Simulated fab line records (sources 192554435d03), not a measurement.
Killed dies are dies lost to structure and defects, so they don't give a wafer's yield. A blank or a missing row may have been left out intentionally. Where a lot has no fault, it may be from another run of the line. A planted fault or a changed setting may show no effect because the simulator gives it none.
Matching of chambers | flow n5-finfet | 4 sister chambers for N5_BEOL_M0_SAQP_SPACER2_ALD_26 on ald-sin-02
The step deposits SiO2, target thk 15 nm, pulse time 1 s, purge time 2 s. 14 wafers are shown with their chamber, then 7 later ones without.

EACH WAFER AND ITS CHAMBER
wafer  | chamber | heater-power-w (W) | precursor-pulse-height-rel | chamber-pressure-Torr (Torr)
L797.2 | 3       | 598                | 0.977                      | 1.999
L797.3 | 0       | 491                | 0.986                      | 1.996
L797.4 | 1       | 389                | 0.998                      | 1.993
L805.1 | 1       | 380                | 1.009                      | 2.002
L805.2 | 2       | 439                | 1.026                      | 2.003
L805.4 | 3       | 578                | 1.026                      | 2.000
L807.2 | 2       | 428                | 0.991                      | 1.996
L807.3 | 0       | 489                | 0.970                      | 1.998
L807.4 | 1       | 404                | 0.996                      | 2.000
L808.3 | 3       | 601                | 0.999                      | 1.995
L808.4 | 0       | 505                | 1.025                      | 1.999
L808.6 | 2       | 442                | 1.007                      | 1.995
L809.1 | 0       | 489                | 0.974                      | 2.006
L809.2 | 1       | 396                | 1.030                      | 1.997

SIGNATURES, as means of the wafers listed above
reading                    | chamber 0 | chamber 1 | chamber 2 | chamber 3 | scatter within a chamber
heater-power-w             | 493.50    | 392.25    | 436.33    | 592.33    | 9.56
precursor-pulse-height-rel | 0.98875   | 1.00825   | 1.00800   | 1.00067   | 0.0211
chamber-pressure-Torr      | 1.99975   | 1.99800   | 1.99800   | 1.99800   | 0.00393
Rule: distance of a wafer from a chamber = root of the sum over the readings of ((wafer's reading minus chamber's mean) / reading's scatter) squared. The wafer belongs to the nearest chamber; if the next one is less than 2 further off, it can't be placed. How the scatter is found: for the shown wafers, subtract from each reading the mean of its chamber, square and add these, divide the total by (wafers less chambers), then take the root.

WAFERS WHOSE CHAMBER IS MISSING
wafer  | heater-power-w (W) | precursor-pulse-height-rel | chamber-pressure-Torr (Torr)
L809.5 | 598                | 1.007                      | 1.993
L810.4 | 501                | 1.031                      | 2.002
L810.5 | 493                | 0.998                      | 2.005
L810.6 | 390                | 0.996                      | 1.999
L813.1 | 434                | 0.962                      | 2.006
L813.2 | 495                | 0.972                      | 1.998
L813.6 | 429                | 1.005                      | 2.001

EACH ONE'S CHAMBER
wafer  | from the rows above | in truth
L809.5 | 3                   | 3
L810.4 | 0                   | 0
L810.5 | 0                   | 0
L810.6 | 1                   | 1
L813.1 | 2                   | 2
L813.2 | 0                   | 0
L813.6 | 2                   | 2
Correct placement for 7 of the 7. Left unplaced by these rows: 0. 0 placed wrongly.
